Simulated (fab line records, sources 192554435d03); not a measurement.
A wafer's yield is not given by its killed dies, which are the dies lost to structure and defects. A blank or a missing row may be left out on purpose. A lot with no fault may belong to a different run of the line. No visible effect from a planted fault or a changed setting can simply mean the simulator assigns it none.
Struck lot and sound lot, side by side | flow n5Finfet | 26 out of 1938 route steps
Sound: wafers L218.1, L218.3, L218.6. Struck: wafers L228.1, L228.2, L228.3. At the end, the cause is stated.
Per side, at each step with rows, come the tool, then ch with its chambers, and then its first start. Under that, the readings that differ: sound wafers | struck wafers | difference of the means | sigmas: that difference in standard deviations of wafers without a fault.
alike: a reading whose means differ by less than 2 such deviations, as well as words and numbers matching on both sides. not compared: withheld readings; readings where some wafer has no value; bounds like >300 that might hide an equal value; numbers whose values overlap and for which the record gives no deviation.
A row with sigmas, a row that says differs or no value, or rows on one side alone: a step with any of these is where the two part. Numbers that have no deviation but don't overlap get no sigmas and don't part them. A reading missing from all wafers of one side parts the sides only when that side holds two or more wafers.

first, 8 steps without rows for these wafers: N5_BEOL_M8_DEVELOP_10 (develop time 30 s); N5_BEOL_M8_DESCUM_16 (chemistry O2, time 7.9 s); N5_BEOL_M8_ETCH_61 (etches SiARC in CF4, target depth 45.5 nm, time 75.8 s); N5_BEOL_M8_ETCH_62 (etches SOC in N2/H2, target depth 110 nm, overetch 22 nm, time 165 s); N5_BEOL_M8_STRIP_68 (strips in N2/H2); N5_BEOL_M8_STRIP_67 (strips in CF4); N5_BEOL_M8_HM_OPEN_17 (chemistry Cl2/BCl3, target TiN, target depth 20 nm, overetch 6 nm); N5_BEOL_M8_STRIP_19 (strips in O2).
N5_BEOL_M8_COAT_63: time 60 s, resist thk 60 nm.
  sound on lithoTrack-05 ch 0, day 10 21:02; struck on lithoTrack-05 ch 0, day 12 22:24
reading                                 | sound                | struck               | difference | sigmas
spinSpeedRpm (rpm)                      | 1500.3 1500.4 1500.0 | 1572.7 1573.8 1572.0 | +72.6      | +76
model.SOC_of_BEOL_M8_COAT_63.thkNm (nm) | 59.8 59.8 59.8       | 58.6 58.4 58.4       | -1.3       | 
then, 11 steps without rows for these wafers: N5_BEOL_M8_COAT_64 (time 60 s, resist thk 12 nm); N5_BEOL_M8_COAT_71 (time 60 s, resist thk 5 nm); N5_BEOL_M8_COAT_22 (resist thk 30 nm); N5_BEOL_M8_EBR_24; N5_BEOL_M8_SOFTBAKE_23 (time 60 s); N5_BEOL_M8_EXPOSE_25 (exposes mask V7, target cd 40 nm); N5_BEOL_M8_PEB_26 (peb time 60 s); N5_BEOL_M8_DEVELOP_27 (develop time 30 s); N5_BEOL_M8_DESCUM_33 (chemistry O2, time 7 s); N5_BEOL_M8_ETCH_72 (etches underlayer in N2/H2, target depth 6.5 nm, time 5.2 s); N5_BEOL_M8_ETCH_65 (etches SiARC in CF4, target depth 15.6 nm, time 26 s).
N5_BEOL_M8_ETCH_66: etches SOC in N2/H2, target depth 80 nm, overetch 16 nm, time 120 s.
  sound on rieDiel-05 ch 0,2,3, day 10 21:45; struck on rieDiel-02 ch 0,1,2, day 12 22:53
reading                 | sound             | struck            | difference | sigmas
model.etch.depthNm (nm) | 59.82 59.83 59.77 | 58.52 58.46 58.46 | -1.33      | 
  alike: drypumpMotorCurrentA, h2FlowSccm, oesProductAu, rfVppV, showerheadPlenumPTorr, tempC, throttleValvePct
  not compared: rfHoursCounterH
then, 2 steps without rows for these wafers: N5_BEOL_M8_STRIP_69 (strips in N2/H2); N5_BEOL_M8_STRIP_73 (strips in N2/H2).
N5_BEOL_M8_VIA_ETCH_34: etches SiCOH lowk in C4F6/O2, target depth 125.5 nm, time 50.5 s.
  sound on rieDiel-05 ch 0,2,3, day 10 21:51; struck on rieDiel-02 ch 0,1,2, day 12 22:59
reading                                 | sound        | struck         | difference | sigmas
model.SOC_of_BEOL_M8_COAT_63.thkNm (nm) | 54 53.8 53.8 | 52.2 52.4 52.8 | -1.4       | 
  alike: drypumpMotorCurrentA, oes_ar_750_au, oesProductAu, rfVppV, showerheadPlenumPTorr, throttleValvePct
  not compared: rfHoursCounterH
then, 1 step without rows for these wafers: N5_BEOL_M8_STRIP_76 (strips in C4F6/O2).
-- a jump in the record: the struck wafers' starts before and after are 4 days apart (it breaks off in module BEOL_M8 and resumes in module PASSIVATION, where the first step shown is number 1936 of the route) --
N5_PASSIVATION_PROBE_49:
  sound on prober-02, day 13 23:44; struck on prober-02, day 16 16:45
reading            | sound    | struck   | difference | sigmas
killed_at_M0_to_M3 | 47 51 58 | 40 29 26 | -20        | -2
killedAtOther      | 1 3 0    | 5 13 10  | +8         | +3
  alike: defectLimitedYield, killed_at_M4_up, killedAtContacts, killedAtFrontEnd, killedDies, killedOpen, killedShort, sort_bin_5_function, sort_bin_6_memory, sortNPass, sortYieldPct

== WHERE THEY PART ==
Last at N5_PASSIVATION_PROBE_49 as far as this record goes, first at N5_BEOL_M8_COAT_63.

WHY: what had been put in by the simulator
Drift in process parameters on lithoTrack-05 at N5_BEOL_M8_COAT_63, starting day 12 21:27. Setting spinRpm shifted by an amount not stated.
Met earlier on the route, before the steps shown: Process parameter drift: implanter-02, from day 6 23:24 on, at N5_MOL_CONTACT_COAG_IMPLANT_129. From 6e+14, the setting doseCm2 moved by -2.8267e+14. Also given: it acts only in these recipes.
